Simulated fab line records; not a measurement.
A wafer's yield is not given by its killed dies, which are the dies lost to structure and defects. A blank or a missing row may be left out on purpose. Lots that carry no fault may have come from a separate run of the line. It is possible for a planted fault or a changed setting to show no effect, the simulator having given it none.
3 desks looking at one fault ; flow n5Finfet ; each desk has only its own numbers; what lay behind them comes last

## THE DEFECT DESK
Counts from the inspections along the route, per lot, as means over the sampled wafers that have a number. The brackets show how far a lot's mean lies from the usual mean; more than 4 standard deviations puts the lot out of limits, marked OUT.
Columns: A = rawDefectCount at N5_MIM_BOT_LITHO_INSPECT_12, usual 1.9
lot;first seen here;A
L727;day 12 07:22;1.7
L735;day 14 20:29;1.7
L738;day 16 01:22;2.7
L746;day 18 01:37;1.0
L745;day 18 05:40;2.0
L747;day 18 13:17;1.3
This desk's verdict: no lot among the 6 shows anything out of limits.

## THE METROLOGY DESK
Means of the sampled wafers that have a number, per lot and without regard to the tool the lot ran on: this is what the gauges read. The brackets show how far a lot's mean lies from the usual mean; more than 4 standard deviations puts the lot out of limits, marked OUT.
Columns: A = cdNm at N5_MIM_BOT_LITHO_CD_MEAS_08, usual 3000.6 nm; B = MIM_BOT_OVL at N5_MIM_BOT_LITHO_OVL_MEAS_11, usual 4 nm
lot;first seen here;A;B
L727;day 12 07:19;2999.9;5
L735;day 14 20:26;3003.0;8
L738;day 16 01:19;3002.2;10
L746;day 18 01:34;3001.7;6
L745;day 18 05:37;3001.0;-6
L747;day 18 13:14;3000.3;-3
This desk's verdict: no lot among the 6 shows anything out of limits.

## FOR THE TOOL OWNER'S DESK: rieMetal-03
The tool's own readings at N5_MIM_BOT_ETCH_ETCH_03 (etches the open film in Cl2/BCl3, target depth 12 nm): means of the sampled wafers that have a number, for each lot that ran on this tool. The brackets show how far a lot's mean lies from the usual mean; more than 4 standard deviations puts the lot out of limits, marked OUT.
Columns: A = biasW at N5_MIM_BOT_ETCH_ETCH_03, usual 99.96 W; B = drypumpMotorCurrentA at N5_MIM_BOT_ETCH_ETCH_03, usual 5.7 A; C = heBacksideLeakSccm at N5_MIM_BOT_ETCH_ETCH_03, usual 3.4 sccm; D = oesProductAu at N5_MIM_BOT_ETCH_ETCH_03, usual 0.83 a.u.; E = throttleValvePct at N5_MIM_BOT_ETCH_ETCH_03, usual 27.33 %
lot;first seen here;A;B;C;D;E
L727;day 12 07:34;100.18;6.0;3.2;0.89;27.43
L735;day 14 20:41;100.05;5.5;3.3;0.86;27.05
L746;day 18 01:50;100.29;5.7;3.2;0.80;27.26
L745;day 18 05:52;99.75;5.7;3.2;0.80;27.27
This desk's verdict: no lot among the 4 shows anything out of limits.

## BROUGHT TOGETHER
Nothing the defect desk looked at was out of limits.
From the metrology desk's view, nothing was out of limits.
The tool owner's desk saw nothing out of limits.

## WHAT THE SIMULATOR HAD PUT IN
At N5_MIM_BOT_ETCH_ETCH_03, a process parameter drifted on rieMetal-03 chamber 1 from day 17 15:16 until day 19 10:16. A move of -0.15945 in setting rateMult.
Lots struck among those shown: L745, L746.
